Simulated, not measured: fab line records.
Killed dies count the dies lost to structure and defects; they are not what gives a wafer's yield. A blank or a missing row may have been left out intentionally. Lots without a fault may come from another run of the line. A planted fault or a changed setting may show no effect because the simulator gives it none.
A struck lot beside a sound one | flow n5 finfet | 16 out of 1938 route steps
Sound: these wafers, L532.1, L532.3, L532.5. Struck: wafer L530.2. (L530.5 of the same lot was not struck and is left out.) The cause comes at the end.
Each step with rows lists, per side, the tool, then ch with its chambers, then its first start. Under that, the readings that differ: sound wafers | struck wafers | difference of the means | sigmas: that difference in standard deviations of wafers without a fault.
alike: a reading whose means differ by less than 2 such deviations, as well as words and numbers matching on both sides. not compared: withheld readings; readings where some wafer has no value; bounds like >300 that might hide an equal value; numbers whose values overlap and for which the record gives no deviation.
Wherever a step has rows on one side only, a row that says differs or no value, or a row with sigmas, the two part there. When numbers do not overlap yet have no deviation, they are printed without sigmas and do not part them. Lack of a reading on every wafer of one side parts them only where that side has two or more wafers.

first, 8 steps without rows for these wafers: N5_BEOL_M15_COAT_58 (time 60 s, resist thk 89 nm); N5_BEOL_M15_COAT_04 (resist thk 800 nm); N5_BEOL_M15_EBR_06; N5_BEOL_M15_SOFTBAKE_05 (time 60 s); N5_BEOL_M15_EXPOSE_07 (exposes mask V14); N5_BEOL_M15_PEB_08 (peb time 90 s); N5_BEOL_M15_DEVELOP_09 (develop time 45 s); N5_BEOL_M15_HARDBAKE_14 (time 120 s).
N5_BEOL_M15_CD_MEAS_10: the cd target is 360 nm.
  sound on cd sem-01 ch 0, day 14 19:40; struck on cd sem-03 ch 0, day 14 18:49
  alike: cd nm
N5_BEOL_M15_OVL_MEAS_11:
  sound on overlay-02 ch 0, day 14 19:42; struck on overlay-01 ch 0, day 14 18:50
  alike: V14_OVL
N5_BEOL_M15_INSPECT_12: inspects for defects (macro).
  sound: defect inspect-02 at day 14 19:43; struck: defect inspect-01 at day 14 18:52
  alike: raw defect count
N5_BEOL_M15_DESCUM_15: chemistry O2, time 7.9 s.
  sound on rie diel-02 ch 0,1,2, day 14 19:56; struck on rie diel-03 ch 2, day 14 18:54
  alike: drypump motor current A, oes product au, rf vpp V, showerhead plenum p Torr, throttle valve pct
  not compared: rf hours counter h
N5_BEOL_M15_ETCH_59: etches BARC in N2/H2, target depth 89 nm, overetch 26.7 nm, time 67.9 s.
  sound on rie diel-02 ch 0,1,2, day 14 19:58; struck on rie diel-03 ch 2, day 14 18:56
  reading                                    | sound             | struck | difference | sigmas
  run length s (s)                           | 92.4 90.9 91.4    | 73.7   | -17.9      | -37
  model.coat_of_BEOL_M15_COAT_04.thk nm (nm) | 714.8 718 719     | 735.8  | +18.5      |
  model.etch.depth nm (nm)                   | 88.48 88.62 88.56 | 83.79  | -4.76      |
  alike: drypump motor current A, oes product au, rf vpp V, showerhead plenum p Torr, throttle valve pct
  not compared: rf hours counter h
N5_BEOL_M15_VIA_ETCH_16: etches SiO2 in C4F8/O2/Ar, target depth 1792.2 nm.
  sound on rie diel-02 ch 0,1,2, day 14 20:01; struck on rie diel-03 ch 2, day 14 18:59
  reading                                    | sound           | struck | difference | sigmas
  model.coat_of_BEOL_M15_COAT_04.thk nm (nm) | 338.6 347.8 331 | 353.6  | +14.5      |
  alike: C4F8_flow_sccm, drypump motor current A, oes_f_703_au, oes product au, rf vpp V, showerhead plenum p Torr, throttle valve pct
N5_BEOL_M15_STRIP_63: strips in O2.
  sound on rie diel-02 ch 0,1,2; struck on rie diel-03 ch 2
  alike: drypump motor current A, oes product au, rf vpp V, showerhead plenum p Torr, throttle valve pct
  not compared: rf hours counter h
N5_PASSIVATION_PROBE_49:
  rows exist in the record for the struck wafers here (prober-01, day 16 06:24), but not for the sound ones

== WHERE THEY PART ==
First at N5_BEOL_M15_ETCH_59; last, within this record, at N5_PASSIVATION_PROBE_49.

WHY: the cause the simulator had injected
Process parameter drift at N5_BEOL_M15_ETCH_59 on rie diel-03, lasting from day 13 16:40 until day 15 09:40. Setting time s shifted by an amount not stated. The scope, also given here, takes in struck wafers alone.
